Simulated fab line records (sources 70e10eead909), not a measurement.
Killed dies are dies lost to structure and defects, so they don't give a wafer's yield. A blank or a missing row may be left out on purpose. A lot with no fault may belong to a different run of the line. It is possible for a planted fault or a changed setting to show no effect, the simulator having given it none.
Which tool was responsible?	flow nand_harc	36 wafers from 12 lots sampled at 4 of the route's 1302 steps

== WHAT THE GAUGES SHOWED, per wafer ==
The record holds no reading of a measuring or inspecting step that can be judged against a usual standard deviation.

== WHICH TOOL RAN EACH LOT (tool, then ch and the chambers of the sampled wafers, then the start) ==
lot	NHARC_A_WL_FILL_ETCHBACK_17	NHARC_A_CONTACT_DEP_24	NHARC_A_CONTACT_SOFTBAKE_37	NHARC_A_CONTACT_DESCUM_47
L169	rie_metal-03 ch 0,1, day 21 12:19	pecvd-02 ch 0,2, day 21 18:44	litho_track-06 ch 0, day 22 01:00	rie_diel-04 ch 1,2, day 22 02:20
L170	rie_metal-02 ch 0,1, day 21 17:06	pecvd-04 ch 0,1,2, day 21 23:39	litho_track-04 ch 0, day 22 08:00	rie_diel-03 ch 0,3, day 22 09:13
L172	rie_metal-02 ch 1, day 22 11:59	pecvd-01 ch 0,1,2, day 22 18:20	litho_track-01 ch 0, day 22 23:00	rie_diel-03 ch 0,1, day 23 00:24
L173	rie_metal-01 ch 0,1, day 22 12:01	pecvd-04 ch 0,2, day 22 18:16	litho_track-04 ch 0, day 23 00:00	rie_diel-04 ch 0,2,3, day 23 01:21
L177	rie_metal-01 ch 0,1, day 23 05:25	pecvd-04 ch 0,2, day 23 11:50	litho_track-04 ch 0, day 23 19:00	rie_diel-04 ch 0,2,3, day 23 20:02
L176	rie_metal-02 ch 0,1, day 23 09:13	pecvd-02 ch 0,2, day 23 15:32	litho_track-01 ch 0, day 23 21:00	rie_diel-02 ch 1,3, day 23 22:38
L178	rie_metal-02 ch 0,1, day 24 23:56	pecvd-04 ch 0,1, day 25 06:30	litho_track-06 ch 0, day 25 11:00	rie_diel-02 ch 0,2,3, day 25 12:05
L179	rie_metal-02 ch 0,1, day 25 11:39	pecvd-01 ch 1,2, day 25 18:04	litho_track-04 ch 0, day 25 23:00	rie_diel-04 ch 1,3, day 25 23:48
L180	rie_metal-01 ch 0,1, day 25 19:50	pecvd-02 ch 0,1,2, day 26 03:23	litho_track-06 ch 0, day 26 10:00	rie_diel-04 ch 1,2,3, day 26 10:54
L187	rie_metal-03 ch 0, day 29 02:02	pecvd-04 ch 0,1,2, day 29 08:39	litho_track-06 ch 0, day 29 13:00	rie_diel-04 ch 1,2, day 29 14:24
L191	rie_metal-02 ch 0,1, day 29 19:15	pecvd-04 ch 0,2, day 30 00:03	litho_track-06 ch 0, day 30 05:00	rie_diel-03 ch 1,2,3, day 30 06:22
L192	rie_metal-01 ch 0,1, day 30 05:29	pecvd-01 ch 0,1,2, day 30 11:54	litho_track-01 ch 0, day 30 19:00	rie_diel-03 ch 0,2,3, day 30 20:10
- NHARC_A_WL_FILL_ETCHBACK_17: etches the open film in Cl2/BCl3, target depth 4 nm, time 26.7 s.
- NHARC_A_CONTACT_DEP_24: deposits SiO2, target thk 500 nm.
- NHARC_A_CONTACT_SOFTBAKE_37: time 55 s.
- NHARC_A_CONTACT_DESCUM_47: chemistry O2, time 3 s.

== WHAT THE TOOLS THEMSELVES READ (means of the sampled wafers that have a number; where no wafer has one, the mark that the record gives instead) ==
NHARC_A_WL_FILL_ETCHBACK_17.
lot	tool	drypump_motor_current_A (A)	oes_product_au (a.u.)
L169	rie_metal-03	6.1	1.002
L170	rie_metal-02	5.8	1.009
L172	rie_metal-02	5.3	1.023
L173	rie_metal-01	6.0	1.002
L177	rie_metal-01	6.0	0.995
L176	rie_metal-02	5.6	1.020
L178	rie_metal-02	5.5	1.019
L179	rie_metal-02	5.6	1.027
L180	rie_metal-01	6.0	0.988
L187	rie_metal-03	5.6	0.982
L191	rie_metal-02	5.8	1.010
L192	rie_metal-01	6.0	0.998

NHARC_A_CONTACT_DEP_24.
lot	tool	heater_power_w (W)	showerhead_vpp_V (V)	susceptor_temp_C (C)	throttle_valve_pct (%)
L169	pecvd-02	561	1784	399.97	15.4
L170	pecvd-04	491	1890	400.05	16.1
L172	pecvd-01	518	1739	399.87	15.7
L173	pecvd-04	488	1847	400.13	16.7
L177	pecvd-04	503	1853	400.11	16.3
L176	pecvd-02	558	1817	400.00	16.0
L178	pecvd-04	574	1851	400.08	15.8
L179	pecvd-01	522	1693	399.91	15.7
L180	pecvd-02	613	1840	400.26	15.7
L187	pecvd-04	531	1846	399.84	16.1
L191	pecvd-04	493	1851	399.94	16.6
L192	pecvd-01	601	1765	400.32	15.8

NHARC_A_CONTACT_SOFTBAKE_37.
lot	tool	heater_power_total_W (W)	plate_temp_C (C)
L169	litho_track-06	188.53	104.83
L170	litho_track-04	188.57	105.23
L172	litho_track-01	188.46	105.00
L173	litho_track-04	188.56	105.01
L177	litho_track-04	188.55	105.17
L176	litho_track-01	188.42	105.03
L178	litho_track-06	188.32	104.94
L179	litho_track-04	188.43	105.12
L180	litho_track-06	188.51	104.85
L187	litho_track-06	199.53	-
L191	litho_track-06	199.73	-
L192	litho_track-01	188.43	104.87

NHARC_A_CONTACT_DESCUM_47.
lot	tool	drypump_motor_current_A (A)	o2_flow_sccm (sccm)	oes_product_au (a.u.)	rf_vpp_V (V)	showerhead_plenum_p_Torr (Torr)	throttle_valve_pct (%)
L169	rie_diel-04	6.0	199.2	0.990	58.4	2.00	11.310
L170	rie_diel-03	5.5	199.5	0.986	58.0	1.94	11.321
L172	rie_diel-03	5.4	200.0	0.976	58.7	2.06	11.306
L173	rie_diel-04	5.5	200.0	0.996	57.1	1.88	11.311
L177	rie_diel-04	5.5	200.1	1.003	57.0	1.88	11.311
L176	rie_diel-02	5.5	199.9	1.005	58.4	2.01	11.311
L178	rie_diel-02	5.7	199.3	0.987	58.1	1.98	11.305
L179	rie_diel-04	5.3	200.6	0.990	56.8	1.89	11.315
L180	rie_diel-04	5.5	199.9	0.994	57.9	1.94	11.322
L187	rie_diel-04	5.8	200.7	0.995	57.4	1.99	11.305
L191	rie_diel-03	5.6	199.9	1.009	58.4	1.93	11.312
L192	rie_diel-03	5.4	199.4	0.987	57.7	1.94	11.316

== THE ANSWER, worked out from the rows above alone ==
Rule: usual is defined by the lots themselves. The widest of any qualifying gaps counts: lots, ordered by their means at a reading, are off when they make up no more than a third of the lots, leave a main group of 4 or more, and stand apart from it by 3 or more times the standard deviation of that group's means. A main group is skipped when, at the precision printed for the reading in the tables above, its means are all equal. A lot without any number at a reading at which 4 lots or more have one is off too. Any other lot the step has rows for is counted as sound. Order of review: gauges by route order, followed by the tools' own readings, for which a lot's mean as printed above is used. The first step at which some lot is off is used, and at that step the reading that is off furthest; a lot without a number counts as furthest.
Off at NHARC_A_CONTACT_SOFTBAKE_37 (plate_temp_C): L187, L191. Without a number there: L187, L191. Mean 105.00 C and standard deviation 0.13 in the main group.
If a tool, at that step or one of the process steps before it, ran each lot that is off and ran no sound lot following the first of them, it fits. 2 tools fit, pecvd-04 at NHARC_A_CONTACT_DEP_24 and litho_track-06 at NHARC_A_CONTACT_SOFTBAKE_37, so this cannot tell which one it is.

== WHAT THE SIMULATOR PUT IN ==
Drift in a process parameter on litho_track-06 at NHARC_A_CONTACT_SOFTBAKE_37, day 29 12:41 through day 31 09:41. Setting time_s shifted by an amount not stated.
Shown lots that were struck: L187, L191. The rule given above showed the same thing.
